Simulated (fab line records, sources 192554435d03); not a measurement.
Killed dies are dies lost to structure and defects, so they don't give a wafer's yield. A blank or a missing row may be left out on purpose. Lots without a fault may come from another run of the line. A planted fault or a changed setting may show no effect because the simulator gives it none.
Chamber matching | flow n5_finfet | N5_BEOL_M14_ETCH_68 on rie_diel-04: 4 sister chambers
The step etches SOC in N2/H2, time 450 s. 33 wafers are shown with their chamber, then 12 later ones without.

WAFERS WITH THEIR CHAMBER
wafer  | chamber | drypump_motor_current_A (A) | showerhead_plenum_p_Torr (Torr) | rf_vpp_V (V)
L074.2 | 2       | 6.2                         | 2.70                            | 528.0
L074.3 | 0       | 5.8                         | 2.64                            | 524.9
L074.5 | 0       | 5.8                         | 2.64                            | 524.8
L077.1 | 2       | 6.2                         | 2.69                            | 528.0
L077.2 | 1       | 5.7                         | 2.53                            | 523.3
L077.5 | 2       | 6.2                         | 2.69                            | 528.0
L080.1 | 0       | 5.8                         | 2.63                            | 525.8
L080.3 | 1       | 5.7                         | 2.52                            | 523.3
L080.4 | 3       | 6.0                         | 2.59                            | 525.3
L079.1 | 1       | 5.7                         | 2.52                            | 523.0
L079.2 | 2       | 6.2                         | 2.68                            | 527.4
L079.3 | 0       | 5.8                         | 2.63                            | 525.9
L085.3 | 2       | 6.2                         | 2.68                            | 528.8
L085.5 | 3       | 6.0                         | 2.59                            | 524.1
L085.6 | 2       | 6.2                         | 2.68                            | 527.7
L090.1 | 0       | 5.8                         | 2.62                            | 525.2
L090.2 | 3       | 6.0                         | 2.58                            | 523.9
L090.4 | 0       | 5.8                         | 2.62                            | 523.8
L094.1 | 0       | 5.8                         | 2.62                            | 526.2
L094.2 | 3       | 6.0                         | 2.58                            | 523.0
L094.3 | 2       | 6.2                         | 2.67                            | 528.3
L094.4 | 2       | 6.2                         | 2.67                            | 528.6
L094.5 | 0       | 5.8                         | 2.62                            | 526.1
L094.6 | 3       | 6.0                         | 2.58                            | 523.8
L092.1 | 2       | 6.2                         | 2.67                            | 526.8
L092.2 | 3       | 6.0                         | 2.58                            | 523.5
L092.3 | 0       | 5.8                         | 2.62                            | 525.8
L092.4 | 1       | 5.6                         | 2.51                            | 521.0
L092.5 | 0       | 5.8                         | 2.62                            | 526.5
L092.6 | 1       | 5.7                         | 2.51                            | 524.2
L095.1 | 2       | 6.2                         | 2.67                            | 528.4
L095.2 | 0       | 5.8                         | 2.62                            | 525.7
L095.3 | 1       | 5.7                         | 2.51                            | 522.4

SIGNATURES (means of the wafers above)
reading                  | chamber 0 | chamber 1 | chamber 2 | chamber 3 | scatter within a chamber
drypump_motor_current_A  | 5.800     | 5.683     | 6.200     | 6.000     | 0.017
showerhead_plenum_p_Torr | 2.6255    | 2.5167    | 2.6800    | 2.5833    | 0.00859
rf_vpp_V                 | 525.518   | 522.867   | 528.000   | 523.933   | 0.789
Rule: a wafer's distance from a chamber is the root of the sum, over the readings, of the square of ((its reading less the chamber's mean) divided by the reading's scatter). The wafer belongs to the nearest chamber; if the next one is less than 2 further off, it can't be placed. The scatter: the root of (the sum of the squares of (reading less its chamber's mean) over the shown wafers, divided by (wafers less chambers)).

WAFERS WITHOUT THEIR CHAMBER
wafer  | drypump_motor_current_A (A) | showerhead_plenum_p_Torr (Torr) | rf_vpp_V (V)
L095.4 | 6.0                         | 2.58                            | 523.5
L095.5 | 6.2                         | 2.67                            | 527.6
L095.6 | 5.7                         | 2.51                            | 522.5
L096.3 | 6.0                         | 2.58                            | 525.3
L096.5 | 6.0                         | 2.58                            | 524.4
L096.6 | 5.8                         | 2.61                            | 525.4
L097.1 | 5.8                         | 2.61                            | 526.0
L097.2 | 5.7                         | 2.51                            | 523.8
L097.3 | 6.2                         | 2.67                            | 529.6
L097.4 | 6.0                         | 2.58                            | 523.3
L097.5 | 6.0                         | 2.58                            | 523.7
L097.6 | 5.8                         | 2.61                            | 524.3

WHICH CHAMBER EACH WENT THROUGH
wafer  | from the rows above | in truth
L095.4 | 3                   | 3
L095.5 | 2                   | 2
L095.6 | 1                   | 1
L096.3 | 3                   | 3
L096.5 | 3                   | 3
L096.6 | 0                   | 0
L097.1 | 0                   | 0
L097.2 | 1                   | 1
L097.3 | 2                   | 2
L097.4 | 3                   | 3
L097.5 | 3                   | 3
L097.6 | 0                   | 0
Placed correctly: 12 of 12. Can't be placed from these rows: 0. Placed wrongly: 0.
